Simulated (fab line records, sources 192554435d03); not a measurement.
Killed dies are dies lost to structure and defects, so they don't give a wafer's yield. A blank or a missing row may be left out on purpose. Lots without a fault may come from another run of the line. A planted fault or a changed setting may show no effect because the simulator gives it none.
Chamber matching | flow n5_finfet | N5_MOL_CONTACT_COAG_ALD_123 on ald_sin-02: 4 sister chambers
The step deposits SiNx, target thk 5 nm, pulse time 1 s, purge time 2 s. 22 wafers are shown with their chamber, then 11 later ones without.

WAFERS WITH THEIR CHAMBER
wafer  | chamber | heater_power_w (W) | precursor_pulse_height_rel
L074.1 | 0       | 784                | 0.987
L074.2 | 3       | 804                | 1.011
L074.3 | 2       | 890                | 0.977
L074.4 | 1       | 775                | 0.991
L074.5 | 0       | 790                | 1.008
L074.6 | 3       | 796                | 1.002
L075.1 | 2       | 896                | 0.984
L075.2 | 3       | 792                | 0.975
L075.3 | 1       | 796                | 1.016
L075.4 | 0       | 783                | 1.020
L075.5 | 0       | 776                | 0.992
L075.6 | 3       | 803                | 1.002
L076.3 | 2       | 886                | 0.997
L076.4 | 1       | 797                | 1.014
L076.6 | 3       | 809                | 1.024
L078.1 | 1       | 787                | 1.021
L078.2 | 3       | 798                | 1.004
L078.3 | 0       | 787                | 0.989
L078.4 | 2       | 918                | 0.994
L078.5 | 2       | 903                | 0.975
L078.6 | 1       | 780                | 1.006
L082.1 | 2       | 904                | 1.006

SIGNATURES (means of the wafers above)
reading                    | chamber 0 | chamber 1 | chamber 2 | chamber 3 | scatter within a chamber
heater_power_w             | 784.00    | 787.00    | 899.50    | 800.33    | 8.61
precursor_pulse_height_rel | 0.99920   | 1.00960   | 0.98883   | 1.00300   | 0.0137
Rule: a wafer's distance from a chamber is the root of the sum, over the readings, of the square of ((its reading less the chamber's mean) divided by the reading's scatter). The wafer belongs to the nearest chamber; if the next one is less than 2 further off, it can't be placed. The scatter: the root of (the sum of the squares of (reading less its chamber's mean) over the shown wafers, divided by (wafers less chambers)).

WAFERS WITHOUT THEIR CHAMBER
wafer  | heater_power_w (W) | precursor_pulse_height_rel
L082.2 | 801                | 0.988
L082.3 | 795                | 1.002
L086.2 | 800                | 0.985
L086.3 | 780                | 0.964
L086.5 | 782                | 0.983
L092.1 | 799                | 1.012
L092.3 | 769                | 1.002
L092.4 | 757                | 1.012
L097.1 | 789                | 0.997
L097.3 | 913                | 0.965
L097.5 | 763                | 1.006

WHICH CHAMBER EACH WENT THROUGH
wafer  | from the rows above          | in truth
L082.2 | can't be placed: 3 or 0 or 1 | 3
L082.3 | can't be placed: 3 or 1 or 0 | 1
L086.2 | can't be placed: 3 or 0 or 1 | 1
L086.3 | can't be placed: 0 or 1 or 3 | 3
L086.5 | can't be placed: 0 or 1 or 3 | 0
L092.1 | can't be placed: 3 or 1 or 0 | 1
L092.3 | can't be placed: 0 or 1 or 3 | 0
L092.4 | can't be placed: 0 or 1 or 3 | 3
L097.1 | can't be placed: 0 or 1 or 3 | 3
L097.3 | 2                            | 2
L097.5 | can't be placed: 0 or 1 or 3 | 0
Placed correctly: 1 of 11. Can't be placed from these rows: 10 (the true chamber is among the candidates in 10). Placed wrongly: 0.
